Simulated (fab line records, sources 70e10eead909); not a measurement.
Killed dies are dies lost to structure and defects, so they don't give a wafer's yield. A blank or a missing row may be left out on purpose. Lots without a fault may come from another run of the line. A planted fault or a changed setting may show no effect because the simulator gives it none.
fab line records | flow nand_harc
record lots=7 wafers=18 last_day=25
route steps=1159 shown A_SOURCE_PLATE@420 A_ONON_D1@424 END@1159
lots that met no fault: from a run of the same line without faults
start_h: hours from the record's first day to the start of the lot's first wafer shown | wait_h: hours since the lot's step before | " the same as in the row above | L1.1+2: a row that stands for several wafers | - no value, or no start given | * or withheld: withheld | < > ~ a bound
route shown NAME@n: a module of which the file shows steps, and the number in the route of the first | usual: mean/standard deviation of fault-free wafers | same: alike in all rows | chamber/n: place in a boat | sites: the reading at each site | _std_site: their standard deviation | _edge_site: outer sites' mean less inner sites' | radius_mm: how far each site lies from the wafer's centre | mask NAME#n: copy n | behind: the tool/chamber that last shaped the wafer | hold: why the lot was held/for how many hours/how that ended | device: the transistor (n, p or np) that didn't switch | end of line: the same wafers' tests at the end of the route | a step without rows: its recipe alone | killed: dies lost to structure and defects at the first sort, not the wafer's yield | map: a wafer's dies, x killed, . not, _ none there
set.NAME: the setting as run; set.NAME@STEP: as run at that earlier step | model.NAME: the simulator's own value behind a step, which no gauge read
lots at some steps of the route; a table a step, a row a wafer
services: from which hour (start_h, from the record's first day; less than 0 if before it) a tool's chamber was out of use, for how many hours, and why
## steps
# step NHARC_A_SOURCE_PLATE_THK_MEAS_06
# recipe thk_meas_gauge=ellipsometry
# usual thk_nm=199.7/2.2
# columns lot.wafer tool chamber start_h wait_h thk_nm
L723.1 film_metro-01 - 162.78 0.4 196.4
L723.3 " - " " 195.9
L723.6 " - " " 195.9
L732.3 film_metro-01 - 213.03 0.4 201.0
L732.4 " - " " 200.8
L733.3 film_metro-01 - 217.75 0.4 198.8
L733.4 " - " " 197.5
L734.3 film_metro-01 - 235.23 0.4 201.3
L734.6 " - " " 204.0
L737.1 film_metro-01 - 245.71 0.4 198.1
L737.3 " - " " 199.6
L737.5 " - " " 196.7
L738.3 film_metro-01 - 251.79 0.4 199.1
L738.5 " - " " 196.8
L738.6 " - " " 200.9
L743.2 film_metro-01 - 284.04 0.4 199.0
L743.3 " - " " 198.5
L743.5 " - " " 197.8
# step NHARC_A_SOURCE_PLATE_INSPECT_08
# usual raw_defect_count=55/21
# columns lot.wafer tool chamber start_h wait_h raw_defect_count
L723.1 defect_inspect-02 - 162.85 0.0 30
L723.3 " - " " 35
L723.6 " - " " 40
L732.3 defect_inspect-02 - 213.10 0.0 25
L732.4 " - " " 59
L733.3 defect_inspect-02 - 217.82 0.0 45
L733.4 " - " " 90
L734.3 defect_inspect-01 - 235.29 0.0 59
L734.6 " - " " 64
L737.1 defect_inspect-02 - 245.77 0.0 109
L737.3 " - " " 43
L737.5 " - " " 39
L738.3 defect_inspect-01 - 251.87 0.1 53
L738.5 " - " " 28
L738.6 " - " " 58
L743.2 defect_inspect-01 - 284.10 0.0 110
L743.3 " - " " 55
L743.5 " - " " 56
# step NHARC_A_ONON_D1_DEP_00
# recipe target_thk_a=10000 n2_flow_sccm=2750 n2o_flow_sccm=2000 nh3_flow_sccm=500 sih4_flow_sccm=210 temp_c=400
# step NHARC_A_ONON_D1_THK_MEAS_02
# recipe thk_meas_gauge=ellipsometry
# usual thk_nm=1002/11
# columns lot.wafer tool chamber start_h wait_h thk_nm
L723.1 film_metro-01 - 163.42 - 999
L723.3 " - " " 998
L723.6 " - " " 1000
L732.3 film_metro-01 - 213.68 - 1017
L732.4 " - " " 1013
L733.3 film_metro-01 - 218.39 - 975
L733.4 " - " " 977
L734.3 film_metro-01 - 235.87 - 990
L734.6 " - " " 990
L737.1 film_metro-01 - 246.35 - 990
L737.3 " - " " 991
L737.5 " - " " 991
L738.3 film_metro-01 - 252.45 - 996
L738.5 " - " " 996
L738.6 " - " " 995
L743.2 film_metro-01 - 284.67 - 1020
L743.3 " - " " 1018
L743.5 " - " " 1020
# step NHARC_A_ONON_D1_DEP_03
# recipe target_thk_a=10000 n2_flow_sccm=2750 n2o_flow_sccm=2000 nh3_flow_sccm=500 sih4_flow_sccm=210 temp_c=400
# step NHARC_A_ONON_D1_THK_MEAS_05
# recipe thk_meas_gauge=ellipsometry
# usual thk_nm=1001/7.9
# columns lot.wafer tool chamber start_h wait_h thk_nm
L723.1 film_metro-01 - 163.99 - 994
L723.3 " - " " 993
L723.6 " - " " 994
L732.3 film_metro-01 - 214.24 - 1007
L732.4 " - " " 1009
L733.3 film_metro-01 - 218.97 - 1005
L733.4 " - " " 1007
L734.3 film_metro-01 - 236.43 - 989
L734.6 " - " " 989
L737.1 film_metro-01 - 246.92 - 998
L737.3 " - " " 998
L737.5 " - " " 998
L738.3 film_metro-01 - 253.02 - 999
L738.5 " - " " 999
L738.6 " - " " 999
L743.2 film_metro-01 - 285.24 - 1003
L743.3 " - " " 1001
L743.5 " - " " 1003
# step NHARC_A_ONON_D1_DEP_06
# recipe target_thk_a=10000 n2_flow_sccm=2750 n2o_flow_sccm=2000 nh3_flow_sccm=500 sih4_flow_sccm=210 temp_c=400
# step NHARC_A_ONON_D1_THK_MEAS_08
# recipe thk_meas_gauge=ellipsometry
# usual thk_nm=1000/9.6
# columns lot.wafer tool chamber start_h wait_h thk_nm
L723.1 film_metro-01 - 164.57 - 1015
L723.3 " - " " 1014
L723.6 " - " " 1012
L732.3 film_metro-01 - 214.81 - 1004
L732.4 " - " " 1004
L733.3 film_metro-01 - 219.53 - 994
L733.4 " - " " 995
L734.3 film_metro-01 - 238.82 - 986
L734.6 " - " " 986
L737.1 film_metro-01 - 247.48 - 973
L737.3 " - " " 974
L737.5 " - " " 975
L738.3 film_metro-01 - 253.59 - 1003
L738.5 " - " " 1003
L738.6 " - " " 1004
L743.2 film_metro-01 - 285.81 - 994
L743.3 " - " " 994
L743.5 " - " " 993
# step NHARC_A_ONON_D1_DEP_09
# recipe target_thk_a=10000 n2_flow_sccm=2750 n2o_flow_sccm=2000 nh3_flow_sccm=500 sih4_flow_sccm=210 temp_c=400
# step NHARC_A_ONON_D1_THK_MEAS_11
# recipe thk_meas_gauge=ellipsometry
# usual thk_nm=999/9.2
# columns lot.wafer tool chamber start_h wait_h thk_nm
L723.1 film_metro-01 - 165.13 - 988
L723.3 " - " " 988
L723.6 " - " " 987
L732.3 film_metro-01 - 215.37 - 998
L732.4 " - " " 1000
L733.3 film_metro-01 - 220.09 - 1012
L733.4 " - " " 1012
L734.3 film_metro-01 - 239.39 - 998
L734.6 " - " " 994
L737.1 film_metro-01 - 248.04 - 1007
L737.3 " - " " 1007
L737.5 " - " " 1006
L738.3 film_metro-01 - 254.15 - 995
L738.5 " - " " 996
L738.6 " - " " 996
L743.2 film_metro-01 - 286.38 - 1009
L743.3 " - " " 1007
L743.5 " - " " 1008
# step NHARC_A_ONON_D1_DEP_12
# recipe target_thk_a=10000 n2_flow_sccm=2750 n2o_flow_sccm=2000 nh3_flow_sccm=500 sih4_flow_sccm=210 temp_c=400
# columns lot.wafer tool chamber start_h wait_h
L723.1+3+6 pecvd_onon-02 0 165.18 0.1
L732.3+4 pecvd_onon-02 0 215.55 0.2
L733.3+4 pecvd_onon-02 0 220.27 0.2
L734.3+6 pecvd_onon-02 0 239.57 0.2
L737.1+3+5 pecvd_onon-01 0 248.10 0.1
L738.3+5+6 pecvd_onon-01 0 254.32 0.2
L743.2+3+5 pecvd_onon-01 0 286.49 0.1
# step NHARC_A_ONON_D1_THK_MEAS_14
# recipe thk_meas_gauge=ellipsometry
# usual thk_nm=1002/12
# columns lot.wafer tool chamber start_h wait_h thk_nm
L723.1 film_metro-01 - 165.70 - 996
L723.3 " - " " 996
L723.6 " - " " 996
L732.3 film_metro-01 - 215.94 - 620
L732.4 " - " " 1002
L733.3 film_metro-01 - 220.69 - 635
L733.4 " - " " 1013
L734.3 film_metro-01 - 239.97 - 620
L734.6 " - " " 1000
L737.1 film_metro-01 - 248.60 - 1003
L737.3 " - " " 1003
L737.5 " - " " 1004
L738.3 film_metro-01 - 254.71 - 1018
L738.5 " - " " 1020
L738.6 " - " " 1018
L743.2 film_metro-01 - 286.94 - 987
L743.3 " - " " 983
L743.5 " - " " 985
# step NHARC_A_ONON_D1_ANNEAL_15
# recipe temp_c=750 time_s=3600
# step NHARC_END_SORT_01
# recipe temp_c=25
# usual killed_at_array=24/8.7 killed_at_other=0.8/1.2 killed_at_periphery=3.6/2.3 killed_dies=28/8.9 killed_open=3.2/1.9 killed_short=2.0/1.6
# same gross_dies=677
# columns lot.wafer tool chamber start_h wait_h killed_at_array killed_at_other killed_at_periphery killed_dies killed_open killed_short
L732.3 prober-01 0 498.29 3.1 671 0 6 677 7 1
L733.3 prober-01 0 527.62 3.1 674 0 3 677 7 0
# killed by level:class
L732.3 A_ONON_D1:area_dep=624 A_CHANNEL_HOLE_D1:chamber_film_flake=16 A_SLIT:chamber_film_flake=15 A_CONTACT:chamber_film_flake=9 A_STAIRCASE:chamber_film_flake=3 P_M0:geometric_particle:open=2 P_GATE:geometric_particle:open=1 P_M1:geometric_particle:open=1
L733.3 A_ONON_D1:area_dep=646 A_CHANNEL_HOLE_D1:chamber_film_flake=12 A_CONTACT:chamber_film_flake=7 A_CONTACT:geometric_particle:open=2 A_M0:geometric_particle:open=2 A_STAIRCASE:chamber_film_flake=2 P_GATE:geometric_particle:open=1 A_SGD_CUT:geometric_particle:open=1
# map L732.3 (x killed, . not)
____________x____________
_________xxxxxxx_________
_______xxxxxxxxxxx_______
______xxxxxxxxxxxxx______
_____xxxxxxxxxxxxxxx_____
____xxxxxxxxxxxxxxxxx____
____xxxxxxxxxxxxxxxxx____
___xxxxxxxxxxxxxxxxxxx___
___xxxxxxxxxxxxxxxxxxx___
__xxxxxxxxxxxxxxxxxxxxx__
__xxxxxxxxxxxxxxxxxxxxx__
_xxxxxxxxxxxxxxxxxxxxxxx_
_xxxxxxxxxxxxxxxxxxxxxxx_
_xxxxxxxxxxxxxxxxxxxxxxx_
_xxxxxxxxxxxxxxxxxxxxxxx_
_xxxxxxxxxxxxxxxxxxxxxxx_
xxxxxxxxxxxxxxxxxxxxxxxxx
xxxxxxxxxxxxxxxxxxxxxxxxx
xxxxxxxxxxxxxxxxxxxxxxxxx
xxxxxxxxxxxxxxxxxxxxxxxxx
xxxxxxxxxxxxxxxxxxxxxxxxx
_xxxxxxxxxxxxxxxxxxxxxxx_
_xxxxxxxxxxxxxxxxxxxxxxx_
_xxxxxxxxxxxxxxxxxxxxxxx_
_xxxxxxxxxxxxxxxxxxxxxxx_
_xxxxxxxxxxxxxxxxxxxxxxx_
__xxxxxxxxxxxxxxxxxxxxx__
__xxxxxxxxxxxxxxxxxxxxx__
___xxxxxxxxxxxxxxxxxxx___
___xxxxxxxxxxxxxxxxxxx___
____xxxxxxxxxxxxxxxxx____
____xxxxxxxxxxxxxxxxx____
_____xxxxxxxxxxxxxxx_____
______xxxxxxxxxxxxx______
_______xxxxxxxxxxx_______
_________xxxxxxx_________
____________x____________
# map L733.3 (x killed, . not)
____________x____________
_________xxxxxxx_________
_______xxxxxxxxxxx_______
______xxxxxxxxxxxxx______
_____xxxxxxxxxxxxxxx_____
____xxxxxxxxxxxxxxxxx____
____xxxxxxxxxxxxxxxxx____
___xxxxxxxxxxxxxxxxxxx___
___xxxxxxxxxxxxxxxxxxx___
__xxxxxxxxxxxxxxxxxxxxx__
__xxxxxxxxxxxxxxxxxxxxx__
_xxxxxxxxxxxxxxxxxxxxxxx_
_xxxxxxxxxxxxxxxxxxxxxxx_
_xxxxxxxxxxxxxxxxxxxxxxx_
_xxxxxxxxxxxxxxxxxxxxxxx_
_xxxxxxxxxxxxxxxxxxxxxxx_
xxxxxxxxxxxxxxxxxxxxxxxxx
xxxxxxxxxxxxxxxxxxxxxxxxx
xxxxxxxxxxxxxxxxxxxxxxxxx
xxxxxxxxxxxxxxxxxxxxxxxxx
xxxxxxxxxxxxxxxxxxxxxxxxx
_xxxxxxxxxxxxxxxxxxxxxxx_
_xxxxxxxxxxxxxxxxxxxxxxx_
_xxxxxxxxxxxxxxxxxxxxxxx_
_xxxxxxxxxxxxxxxxxxxxxxx_
_xxxxxxxxxxxxxxxxxxxxxxx_
__xxxxxxxxxxxxxxxxxxxxx__
__xxxxxxxxxxxxxxxxxxxxx__
___xxxxxxxxxxxxxxxxxxx___
___xxxxxxxxxxxxxxxxxxx___
____xxxxxxxxxxxxxxxxx____
____xxxxxxxxxxxxxxxxx____
_____xxxxxxxxxxxxxxx_____
______xxxxxxxxxxxxx______
_______xxxxxxxxxxx_______
_________xxxxxxx_________
____________x____________
## services
# columns tool chamber start_h hours kind
pecvd_onon-01 - 195.00 13.0 pm
## key
first_sign step=NHARC_A_ONON_D1_THK_MEAS_14 reading=thk_nm direction=down sigmas=31 usual=1002 struck=625
effect step=NHARC_END_SORT_01 reading=killed_at_array direction=up sigmas=74 usual=24 struck=672
more_kills_born_at NHARC_A_ONON_D1_DEP_12@pecvd_onon-02=1270
met_at NHARC_A_ONON_D1_DEP_12
struck_wafers L732.3,L733.3,L734.3
later_rows_left_out L732.3,L733.3,L734.3
sort_left_out L734.3
tester_left_out L732,L733,L734
onset_between 165.18 215.55
fault kind=process_parameter_drift tool=pecvd_onon-02 chamber=- onset_h=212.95 steps=NHARC_A_ONON_D1_DEP_12 channel=target_thk_a offset=* shape=step end_h=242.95 scope=struck_wafers_only acts_in=* stated=*
# tester_left_out: of these lots the tester's yield and bins aren't shown, on N5 and GAA mostly nor the transistor test; their killed dies are dies lost to structure and defects alone, not to doping, threshold or leakage, so they don't give the yield
# sort_left_out: the simulated sort isn't trusted on such a fault, so these wafers' sort isn't shown, and their yield isn't known
# later_rows_left_out: the simulator's readings of these wafers behind a module that went badly wrong aren't trusted and aren't shown, but for the sort
